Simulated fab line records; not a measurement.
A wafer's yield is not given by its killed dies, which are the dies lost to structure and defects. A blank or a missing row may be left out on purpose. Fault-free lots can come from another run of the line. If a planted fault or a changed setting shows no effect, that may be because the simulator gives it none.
fab line records	flow n5_finfet
record: lots: 6	wafers: 18	last_day: 18
route steps=1938 shown FIN_CUT@165 BEOL_M4@1111 PASSIVATION@1936
lots that met no fault: from a run of the same line without faults
start_h: the number of hours between the record's first day and the start of the first shown wafer of the lot	wait_h: hours since the lot's step before	" as in the row above	L1.1+2: several wafers, shown together as one row	- value missing, or start not given	* or withheld: withheld	< > ~ a bound
route shown NAME@n: a module of which the file shows steps, and the number in the route of the first	usual: the fault-free wafers' mean and standard deviation	same: alike in all rows	chamber/n: place in a boat	sites: per-site readings	_std_site: how widely they spread, as a standard deviation	_edge_site: outer sites' mean less inner sites'	radius_mm: for every site, how far away it sits from the centre of the wafer	mask NAME#n: copy n	behind: the last tool/chamber to shape the wafer	hold: what put the lot on hold/how long, in hours/how the hold closed	device: names the non-switching transistor (n, p or np)	end of line: the tests these same wafers got at the end of their route	where a step has no rows: the recipe by itself	killed: the dies lost at the first sort to structure and to defects; this is not the yield of the wafer	map: shows each die of a wafer: x if killed, . if not, _ if none is there
set.NAME: the setting the step ran with; set.NAME@STEP: the setting that earlier step ran with	model.NAME: the simulator's own value behind a step, which no gauge read
a table for each step, a row for each wafer; lots at some steps of the route
services: a tool's chamber out of use, with start hour (start_h, from the record's first day; less than 0 if before it), hours out, and reason
== steps ==
step: N5_FIN_CUT_INSPECT_10
recipe: mode: adi	inspect_instrument: brightfield
usual: raw_defect_count: 39/10
lot.wafer	tool	chamber	start_h	wait_h	raw_defect_count
L799.1	defect_inspect-01	-	52.71	0.1	38
L799.3	"	-	"	"	37
L799.5	"	-	"	"	30
L805.1	defect_inspect-02	-	89.20	0.1	37
L805.3	"	-	"	"	26
L805.6	"	-	"	"	35
L807.1	defect_inspect-01	-	101.79	0.1	61
L807.4	"	-	"	"	42
L807.5	"	-	"	"	40
L808.2	defect_inspect-02	-	104.93	0.0	43
L808.4	"	-	"	"	38
L808.5	"	-	"	"	22
L810.2	defect_inspect-02	-	117.46	0.0	46
L810.3	"	-	"	"	47
L810.4	"	-	"	"	40
L818.2	defect_inspect-01	-	168.23	0.0	49
L818.4	"	-	"	"	44
L818.6	"	-	"	"	46
step: N5_FIN_CUT_DESCUM_13
recipe: chemistry: O2	time_s: 7	source_power_w: 50	bias_power_w: 20	pressure_mtorr: 20	rf_frequency_hz: 2.712e+07	temp_c: 40	resist: CAR-EUV	o2_flow_sccm: 225
step: N5_FIN_CUT_ETCH_30
recipe: chemistry: N2/H2	target: underlayer	target_depth_a: 130	mask_material: CAR-EUV	time_s: 10.4	ion_energy_ev: 200	pressure_mtorr: 30	source_w: 840	bias_w: 150	n2_flow_sccm: 200	h2_flow_sccm: 200	ends: cleared
step: N5_FIN_CUT_ETCH_20
recipe: chemistry: CF4	target: SiARC	target_depth_a: 260	mask_material: CAR-EUV	time_s: 43.3	ion_energy_ev: 80	pressure_mtorr: 40	source_w: 545	bias_w: 36	Ar_flow_sccm: 100	cf4_flow_sccm: 100	ends: cleared
step: N5_FIN_CUT_ETCH_21
recipe: chemistry: N2/H2	target: SOC	target_depth_a: 2190	overetch_a: 438	mask_material: SiARC	temp_c: 40	ion_energy_ev: 100	bias_w: 61	time_s: 523.5	pressure_mtorr: 30	source_w: 850	n2_flow_sccm: 200	h2_flow_sccm: 200
step: N5_FIN_CUT_STRIP_23
recipe: chemistry: N2/H2	temp_c: 40	n2_flow_sccm: 200	h2_flow_sccm: 200	rf_frequency_hz: 6e+07
step: N5_FIN_CUT_STRIP_31
recipe: chemistry: N2/H2	temp_c: 40	n2_flow_sccm: 200	h2_flow_sccm: 200	rf_frequency_hz: 6e+07
step: N5_FIN_CUT_STRIP_24
recipe: chemistry: CF4	resist: SiARC	power_w: 300	bias_power_w: 75	pressure_mtorr: 50	cf4_flow_sccm: 150	rf_frequency_hz: 6e+07
step: N5_FIN_CUT_CUT_ETCH_26
recipe: chemistry: CH3F/O2	target: SiNx	target_depth_a: 390	mask_material: SOC	time_s: 55.7	pressure_mtorr: 30	source_w: 395	bias_w: 73	Ar_flow_sccm: 150	CH3F_flow_sccm: 30	O2_flow_sccm: 20	ion_energy_ev: 120
usual: drypump_motor_current_A: 5.8/0.47	mfc_ar_sccm: 150.0/0.46	oes_product_au: 0.74/0.047	rf_vpp_V: 297/3.2	showerhead_plenum_p_Torr: 1.99/0.064	throttle_valve_pct: 16.38/0.19
lot.wafer	tool	chamber	start_h	wait_h	drypump_motor_current_A	mfc_ar_sccm	oes_product_au	rf_hours_counter_h	rf_vpp_V	showerhead_plenum_p_Torr	throttle_valve_pct
L799.1	rie_diel-03	3	53.28	0.0	6.2	149.7	0.83	69	293	1.95	16.28
L799.3	"	2	"	"	6.2	150.0	0.76	128	295	1.93	16.29
L799.5	"	0	"	"	6.1	150.3	0.79	-	299	1.92	16.46
L805.1	rie_diel-03	3	89.86	0.0	6.2	149.6	0.82	81	291	1.94	16.31
L805.3	"	0	"	"	6.1	149.4	0.78	151	297	1.92	16.46
L805.6	"	1	"	"	4.7	149.4	0.68	-	301	2.06	16.50
L807.1	rie_diel-04	3	102.27	0.0	5.8	150.4	0.74	191	296	1.98	16.52
L807.4	"	2	"	"	5.7	149.0	0.68	226	294	1.98	16.59
L807.5	"	3	"	"	5.8	150.0	0.74	-	295	1.98	16.52
L808.2	rie_diel-03	1	105.85	0.0	4.7	150.1	0.68	232	299	2.06	16.50
L808.4	"	3	"	"	6.2	149.6	0.81	85	289	1.94	16.32
L808.5	"	3	"	"	6.2	149.7	0.82	-	292	1.94	16.31
L810.2	rie_diel-02	1	117.93	0.0	5.7	149.4	0.77	120	292	1.85	15.91
L810.3	"	3	"	"	6.3	149.3	0.69	238	300	2.05	16.24
L810.4	"	0	"	"	5.7	150.1	0.76	123	296	2.02	16.57
L818.2	rie_diel-04	2	168.70	0.0	5.7	150.1	0.68	245	294	1.97	16.63
L818.4	"	0	"	"	5.6	149.9	0.70	198	298	1.98	16.68
L818.6	"	1	"	"	6.1	149.7	0.75	-	303	2.08	16.26
step: N5_FIN_CUT_CUT_ETCH_27
recipe: chemistry: CHF3/O2	target: SiO2	target_depth_a: 40	mask_material: SOC	overetch_a: 20	time_s: 4.9	pressure_mtorr: 30	source_w: 650	bias_w: 170	Ar_flow_sccm: 200	CHF3_flow_sccm: 50	O2_flow_sccm: 5	ion_energy_ev: 200
usual: drypump_motor_current_A: 5.8/0.48	mfc_ar_sccm: 200.0/0.63	oes_product_au: 0.59/0.035	rf_vpp_V: 523/5.3	showerhead_plenum_p_Torr: 2.40/0.075	throttle_valve_pct: 18.84/0.19
lot.wafer	tool	chamber	start_h	wait_h	drypump_motor_current_A	mfc_ar_sccm	oes_product_au	rf_hours_counter_h	rf_vpp_V	showerhead_plenum_p_Torr	throttle_valve_pct
L799.1	rie_diel-03	3	53.33	0.0	6.2	199.2	0.66	69	513	2.35	18.74
L799.3	"	2	"	"	6.2	199.8	0.60	128	521	2.33	18.75
L799.5	"	0	"	"	6.1	199.7	0.63	-	524	2.32	18.91
L805.1	rie_diel-03	3	89.90	0.0	6.2	199.9	0.65	81	514	2.34	18.76
L805.3	"	0	"	"	6.1	199.4	0.61	151	525	2.32	18.93
L805.6	"	1	"	"	4.7	200.4	0.53	-	526	2.48	18.93
L807.1	rie_diel-04	3	102.32	0.0	5.8	200.1	0.59	191	520	2.39	18.96
L807.4	"	2	"	"	5.7	199.7	0.55	226	519	2.39	19.06
L807.5	"	3	"	"	5.8	200.4	0.59	-	521	2.39	18.98
L808.2	rie_diel-03	1	105.89	0.0	4.8	199.3	0.54	232	525	2.48	18.96
L808.4	"	3	"	"	6.2	200.5	0.65	85	512	2.34	18.78
L808.5	"	3	"	"	6.2	199.2	0.64	-	512	2.34	18.77
L810.2	rie_diel-02	1	117.98	0.0	5.7	200.1	0.61	120	517	2.24	18.36
L810.3	"	3	"	"	6.3	199.9	0.56	238	528	2.47	18.65
L810.4	"	0	"	"	5.7	199.4	0.61	123	520	2.43	19.05
L818.2	rie_diel-04	2	168.75	0.0	5.7	200.3	0.54	245	519	2.38	19.07
L818.4	"	0	"	"	5.6	199.9	0.56	198	524	2.39	19.14
L818.6	"	1	"	"	6.1	200.3	0.61	-	533	2.51	18.72
step: N5_FIN_CUT_PRECLEAN_35
recipe: time_s: 13.3	temp_c: 45	pressure_torr: 125	p_hf_torr: 3	p_coreactant_torr: 25	chemistry: vHF
usual: drypump_motor_current_A: 5.4/0.58
lot.wafer	tool	chamber	start_h	wait_h	drypump_motor_current_A
L799.1	vapor_etch-02	1	53.40	0.0	4.7
L799.3	"	1	"	"	4.7
L799.5	"	1	"	"	4.7
L805.1	vapor_etch-02	0	89.97	0.0	5.3
L805.3	"	0	"	"	5.4
L805.6	"	0	"	"	5.4
L807.1	vapor_etch-02	0	102.39	0.0	5.3
L807.4	"	1	"	"	4.7
L807.5	"	0	"	"	5.4
L808.2	vapor_etch-02	1	105.96	0.0	4.7
L808.4	"	1	"	"	4.7
L808.5	"	0	"	"	5.3
L810.2	vapor_etch-02	0	118.05	0.0	5.3
L810.3	"	0	"	"	5.3
L810.4	"	1	"	"	4.7
L818.2	vapor_etch-02	1	168.81	0.0	4.7
L818.4	"	1	"	"	4.7
L818.6	"	1	"	"	4.7
step: N5_FIN_CUT_CUT_ETCH_15
recipe: chemistry: HBr/Cl2/O2	target: Si	target_depth_a: 1000	bt_time_s: 10	mask_material: SOC	time_s: 42.4	ion_energy_ev: *	bias_w: *	pressure_mtorr: 10	icp_w: 800	HBr_flow_sccm: 150	Cl2_flow_sccm: 80	O2_flow_sccm: 12
usual: drypump_motor_current_A: 5.7/0.37	oes_product_au: 0.994/0.016	throttle_valve_pct: 37.0/0.31
lot.wafer	tool	chamber	start_h	wait_h	drypump_motor_current_A	oes_product_au	rf_hours_counter_h	throttle_valve_pct
L799.1	rie_si-03	0	53.48	0.1	5.4	0.995	6	36.6
L799.3	"	3	"	"	5.2	0.987	180	37.0
L799.5	"	3	"	"	5.2	0.983	-	37.0
L805.1	rie_si-03	1	90.05	0.1	5.3	0.989	196	36.6
L805.3	"	2	"	"	5.7	1.018	135	37.5
L805.6	"	2	"	"	5.7	1.011	-	37.5
L807.1	rie_si-03	1	102.47	0.1	5.4	0.973	196	36.6
L807.4	"	3	"	"	5.2	0.997	181	37.0
L807.5	"	2	"	"	5.7	1.024	-	37.5
L808.2	rie_si-04	1	106.04	0.1	6.3	1.018	84	37.3
L808.4	"	2	"	"	5.7	0.993	20	37.3
L808.5	"	3	"	"	5.8	0.997	-	37.0
L810.2	rie_si-03	3	118.13	0.1	5.2	0.982	181	36.9
L810.3	"	0	"	"	5.4	0.991	8	36.6
L810.4	"	2	"	"	5.7	1.020	135	37.5
L818.2	rie_si-02	2	168.89	0.1	6.4	0.974	6	37.1
L818.4	"	1	"	"	5.3	0.982	10	37.5
L818.6	"	0	"	"	5.2	0.989	-	37.1
step: N5_FIN_CUT_CUT_ETCH_28
recipe: chemistry: HBr/Cl2/O2	target: Si	target_depth_a: 60	mask_material: SOC	time_s: 2.4	ion_energy_ev: *	bias_w: *	pressure_mtorr: 10	icp_w: 800	HBr_flow_sccm: 150	Cl2_flow_sccm: 80	O2_flow_sccm: 12
usual: drypump_motor_current_A: 5.6/0.37	oes_product_au: 0.994/0.015	throttle_valve_pct: 37.0/0.31
lot.wafer	tool	chamber	start_h	wait_h	drypump_motor_current_A	oes_product_au	rf_hours_counter_h	throttle_valve_pct	model.etch.depth_nm
L799.1	rie_si-03	0	53.53	0.0	5.4	0.992	6	36.6	5.961
L799.3	"	3	"	"	5.2	0.998	180	37.0	6.003
L799.5	"	3	"	"	5.2	0.988	-	36.9	5.98
L805.1	rie_si-03	1	90.10	0.0	5.4	0.983	196	36.7	6.007
L805.3	"	2	"	"	5.7	1.021	135	37.5	5.979
L805.6	"	2	"	"	5.7	1.012	-	37.5	5.989
L807.1	rie_si-03	1	102.52	0.0	5.3	0.980	196	36.6	5.142
L807.4	"	3	"	"	5.2	0.987	181	37.0	5.212
L807.5	"	2	"	"	5.7	1.004	-	37.5	5.18
L808.2	rie_si-04	1	106.10	0.0	6.3	1.027	84	37.3	6.086
L808.4	"	2	"	"	5.7	0.990	20	37.3	6.016
L808.5	"	3	"	"	5.9	1.003	-	37.0	5.947
L810.2	rie_si-03	3	118.18	0.0	5.2	0.975	181	37.0	5.218
L810.3	"	0	"	"	5.4	0.985	8	36.6	5.194
L810.4	"	2	"	"	5.7	1.006	135	37.5	5.14
L818.2	rie_si-02	2	168.95	0.0	6.4	0.986	6	37.1	5.986
L818.4	"	1	"	"	5.3	0.979	10	37.5	5.879
L818.6	"	0	"	"	5.2	0.999	-	37.1	6.036
step: N5_FIN_CUT_STRIP_22
recipe: chemistry: N2/H2	power_w: 500	temp_c: 40	pressure_mtorr: 50	rf_frequency_hz: 6e+07	overash_fraction: 0.3	bias_power_w: 8	h2_frac: 0.5	n2_flow_sccm: 300	h2_flow_sccm: 300
usual: drypump_motor_current_A: 5.8/0.49	oes_product_au: 0.74/0.049	rf_vpp_V: 54.2/2.3	showerhead_plenum_p_Torr: 3.34/0.099	throttle_valve_pct: 18.96/0.24
lot.wafer	tool	chamber	start_h	wait_h	drypump_motor_current_A	oes_product_au	rf_hours_counter_h	rf_vpp_V	showerhead_plenum_p_Torr	throttle_valve_pct
L799.1	rie_diel-03	1	53.60	0.0	4.8	0.69	217	54.3	3.44	18.89
L799.3	"	3	"	"	6.2	0.83	69	55.1	3.27	18.85
L799.5	"	1	"	"	4.8	0.67	-	50.6	3.45	18.88
L805.1	rie_diel-03	2	90.17	0.0	6.2	0.76	140	51.2	3.24	19.34
L805.3	"	1	"	"	4.7	0.68	227	55.0	3.44	18.88
L805.6	"	1	"	"	4.7	0.68	-	57.5	3.44	18.95
L807.1	rie_diel-03	0	102.59	0.0	6.1	0.76	155	57.3	3.22	18.56
L807.4	"	2	"	"	6.2	0.76	144	56.0	3.24	19.30
L807.5	"	2	"	"	6.2	0.76	-	56.9	3.24	19.34
L808.2	rie_diel-02	3	106.18	0.1	6.3	0.69	234	56.5	3.46	19.09
L808.4	"	1	"	"	5.7	0.77	117	52.5	3.12	18.36
L808.5	"	0	"	"	5.7	0.78	-	53.3	3.37	19.21
L810.2	rie_diel-03	3	118.25	0.0	6.2	0.82	88	53.4	3.26	18.84
L810.3	"	1	"	"	4.8	0.66	236	52.9	3.44	18.89
L810.4	"	0	"	"	6.1	0.77	160	55.4	3.22	18.57
L818.2	rie_diel-04	0	169.02	0.0	5.6	0.71	198	56.0	3.33	19.01
L818.4	"	3	"	"	5.8	0.72	209	53.2	3.32	19.19
L818.6	"	1	"	"	6.1	0.76	-	55.8	3.50	18.91
step: N5_BEOL_M4_RC_MEAS_101
usual: DIBL_N: 35.7/1.3	DIBL_P: 35.4/1.8	IOFF_N: 0.152/0.027	IOFF_P: 0.20/0.034	ION_N: 672/9.8	ION_P: 461/7.5	SS_N: 71.4/0.55	SS_P: 73.1/0.61	VT_N: 251/3.3	VT_P: -251/3.6
lot.wafer	tool	chamber	start_h	wait_h	DIBL_N[mV/V]	DIBL_P[mV/V]	IOFF_N[nA/um]	IOFF_P[nA/um]	ION_N[uA/um]	ION_P[uA/um]	SS_N[mV/dec]	SS_P[mV/dec]	VT_N[mV]	VT_P[mV]
L799.1	prober-01	0	191.09	0.0	36.1	37.9	0.183	0.20	686	468	71.6	73.1	250	-254
L799.3	"	0	"	"	35.8	36.7	0.166	0.18	681	458	71.2	72.8	251	-255
L799.5	"	0	"	"	36.6	37.1	0.186	0.19	682	456	71.3	73.1	248	-254
L805.1	prober-02	0	227.18	0.0	34.9	35.1	0.131	0.21	669	466	71.2	72.8	254	-249
L805.3	"	0	"	"	35.9	35.8	0.152	0.23	679	469	71.6	73.3	249	-249
L805.6	"	0	"	"	35.6	36.1	0.142	0.23	666	471	71.6	73.7	252	-247
L807.1	prober-02	0	240.00	0.0	34.9	34.6	0.135	0.17	656	443	72.0	73.0	252	-259
L807.4	"	0	"	"	37.4	36.0	0.168	0.18	670	447	72.4	73.3	252	-255
L807.5	"	0	"	"	36.3	35.1	0.160	0.17	663	451	71.4	73.7	251	-255
L808.2	prober-02	0	241.49	0.4	35.9	35.9	0.141	0.19	665	454	71.2	73.2	253	-252
L808.4	"	0	"	"	37.2	36.9	0.161	0.21	675	454	72.1	73.0	250	-253
L808.5	"	0	"	"	34.6	33.9	0.126	0.17	658	454	71.0	72.2	255	-256
L810.2	prober-01	0	256.24	0.2	38.1	37.4	0.178	0.22	667	456	71.9	74.0	248	-251
L810.3	"	0	"	"	37.8	36.4	0.179	0.20	676	455	72.1	74.4	249	-253
L810.4	"	0	"	"	35.4	34.7	0.144	0.17	678	452	71.8	72.4	249	-255
L818.2	prober-02	0	318.63	0.2	33.7	33.3	0.112	0.18	669	470	70.2	72.8	255	-250
L818.4	"	0	"	"	32.7	31.1	0.097	0.15	661	459	71.1	72.6	258	-252
L818.6	"	0	"	"	32.1	30.5	0.093	0.16	651	457	70.2	72.6	257	-253
step: N5_PASSIVATION_PROBE_49
usual: defect_limited_yield: 91.5/1.3	killed_at_M0_to_M3: 33/11	killed_at_M4_up: 14/5.3	killed_at_contacts: 11/6.3	killed_at_front_end: 38/10	killed_at_other: 3.7/2.8	killed_dies: 101/16	killed_on_rim: 13/3.4	killed_open: 67/12	killed_short: 32/7.4	sort_bin_5_function: 5.0/0.86	sort_bin_6_memory: 3.2/0.69	sort_n_pass: 1079/16	sort_yield_pct: 91.5/1.3
same: gross_dies: 1180	killed_at_back_side: 0	sort_bin_4_leakage[%]: 0	sort_bin_8_speed[%]: 0
lot.wafer	tool	chamber	start_h	wait_h	defect_limited_yield[%]	killed_at_M0_to_M3	killed_at_M4_up	killed_at_contacts	killed_at_front_end	killed_at_other	killed_dies	killed_on_rim	killed_open	killed_short	sort_bin_5_function[%]	sort_bin_6_memory[%]	sort_n_pass	sort_yield_pct[%]
L808.2	prober-02	-	350.50	0.1	91.4	30	12	5	50	5	102	10	67	35	5.3	3.0	1078	91.4
L808.4	prober-02	-	350.60	0.2	92.3	32	17	9	32	1	91	9	51	40	3.9	3.1	1089	92.3
killed by level:class
L808.2 FIN_SAQP:geometric_particle:open=11 DUMMY_GATE:geometric_particle:open=10 BEOL_M1:geometric_particle:open=10 FIN_SAQP:geometric_particle:short=8 BEOL_M0_SAQP:geometric_particle:open=8 BEOL_M4:geometric_particle:open=7 STI_FIN_REVEAL:geometric_particle:open=6 BEOL_M0_SAQP:geometric_particle:short=6
L808.4 FIN_SAQP:geometric_particle:short=15 BEOL_M0_SAQP:geometric_particle:short=10 BEOL_M0_SAQP:geometric_particle:open=9 FIN_SAQP:geometric_particle:open=7 MOL_CONTACT_COAG:geometric_particle:open=7 BEOL_M4:geometric_particle:open=6 BEOL_M3:geometric_particle:open=4 STI_FIN_REVEAL:geometric_particle:open=3
== services ==
tool	chamber	start_h	hours	kind
vapor_etch-02	0	59.36	2.9	repair
rie_si-02	-	61.49	0.4	repair
rie_diel-03	1	63.21	7.4	repair
rie_si-04	-	66.26	0.5	repair
rie_si-02	-	67.08	0.9	repair
rie_si-04	-	86.98	14.6	pm
rie_si-03	1	119.21	-	clean
rie_si-03	1	119.21	9.8	scheduled_down
rie_si-03	1	119.21	9.8	vent_cycle
rie_diel-02	1	128.59	14.5	repair
rie_si-04	0	137.73	-	clean
rie_si-04	0	137.73	27.8	scheduled_down
rie_si-04	0	137.73	27.8	vent_cycle
rie_diel-02	2	143.09	-	clean
rie_diel-02	2	143.09	-	consumable_replace:focus_ring
rie_diel-02	2	143.09	35.0	scheduled_down
rie_diel-02	2	143.09	35.0	vent_cycle
rie_si-03	-	156.26	0.4	repair
== key ==
first_sign none at tools or gauges
model_effect: step: N5_FIN_CUT_CUT_ETCH_28	value: etch.depth_nm	without: 5.994	struck: 5.181
met_at N5_FIN_CUT_CUT_ETCH_28
struck_wafers L807.1,L807.4,L807.5,L810.2,L810.3,L810.4
onset_between 90.10 102.52
also_fits N5_FIN_CUT_CUT_ETCH_15:rie_si-03
fault: kind: process_parameter_drift	tool: rie_si-03	chamber: -	onset_h: 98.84	steps: N5_FIN_CUT_CUT_ETCH_28	channel: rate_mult	offset: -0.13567	shape: step	end_h: 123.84
